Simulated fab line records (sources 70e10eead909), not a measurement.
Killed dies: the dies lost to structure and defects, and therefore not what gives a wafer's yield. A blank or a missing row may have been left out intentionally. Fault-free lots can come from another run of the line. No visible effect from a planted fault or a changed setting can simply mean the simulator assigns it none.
Which tool did it? | flow nand_harc | Sampling: 6 lots, 18 wafers, 5 of 1302 route steps

## WHAT THE GAUGES SHOWED, per wafer
NHARC_END_SORT_01.
lot  | measured     | on        | killed_dies
L836 | day 26 07:30 | prober-01 | 89 82 69
L837 | day 26 17:01 | prober-01 | 79 76 76
L840 | day 28 06:04 | prober-01 | 89 82 75

## WHAT TOOL EACH LOT RAN ON (gives the tool, then ch and the chambers of the sampled wafers, and finally the start)
lot  | NHARC_THIN_TSV_ETCH_44             | NHARC_THIN_TSV_ETCH_15           | NHARC_THIN_TSV_ETCHBACK_48         | NHARC_THIN_TSV_DEGAS_49
L836 | rie_diel-12 ch 0,2, day 25 13:36   | rie_si-05 ch 0,1,2, day 25 14:07 | rie_diel-06 ch 0,1,2, day 25 15:31 | pvd_sputter-01, day 25 16:05
L837 | rie_diel-13 ch 1,2,3, day 26 02:09 | rie_si-02 ch 1,2,3, day 26 02:44 | rie_diel-12 ch 0,1,2, day 26 04:09 | pvd_sputter-03, day 26 04:45
L840 | rie_diel-13 ch 2,3, day 27 13:46   | rie_si-05 ch 0,1, day 27 14:20   | rie_diel-13 ch 0,2,3, day 27 15:49 | pvd_sputter-03, day 27 16:25
L849 | rie_diel-13 ch 0,1, day 30 16:46   | rie_si-02 ch 1,2,3, day 30 17:17 | rie_diel-13 ch 0,1,2, day 30 18:48 | pvd_sputter-01, day 30 19:16
L853 | rie_diel-13 ch 0,2,3, day 32 14:49 | rie_si-04 ch 0,1,3, day 32 15:15 | rie_diel-06 ch 0,2,3, day 32 16:42 | pvd_sputter-02, day 32 17:11
L852 | rie_diel-06 ch 0,2, day 32 22:10   | rie_si-02 ch 0,3, day 32 22:44   | rie_diel-12 ch 0,1,3, day 33 00:19 | pvd_sputter-03, day 33 00:54
- NHARC_THIN_TSV_ETCH_44: etches the open film in CF4/O2, target depth 1594.2 nm, time 797.1 s.
- NHARC_THIN_TSV_ETCH_15: target depth 3000 nm, bosch target overetch cycles 2, bosch etch step 2.8 s.
- NHARC_THIN_TSV_ETCHBACK_48: etches the open film in C4F8/Ar, target depth 1028.5 nm, time 405.17 s.
- NHARC_THIN_TSV_DEGAS_49: time 120 s.

## THE ANSWER, worked out from the rows above alone
Rule: what is usual is taken from the lots themselves. The widest of any qualifying gaps counts: lots, ordered by their means at a reading, are off when they make up no more than a third of the lots, leave a main group of 4 or more, and stand apart from it by 3 or more times the standard deviation of that group's means. Not used: any main group whose means are identical at the precision the tables above print for the reading. A lot without any number at a reading at which 4 lots or more have one is off too. Where the step has rows for the other lots, those lots are counted as sound.
None of the lots is off at any reading shown; this tells nothing.

## WHAT WAS PUT IN BY THE SIMULATOR
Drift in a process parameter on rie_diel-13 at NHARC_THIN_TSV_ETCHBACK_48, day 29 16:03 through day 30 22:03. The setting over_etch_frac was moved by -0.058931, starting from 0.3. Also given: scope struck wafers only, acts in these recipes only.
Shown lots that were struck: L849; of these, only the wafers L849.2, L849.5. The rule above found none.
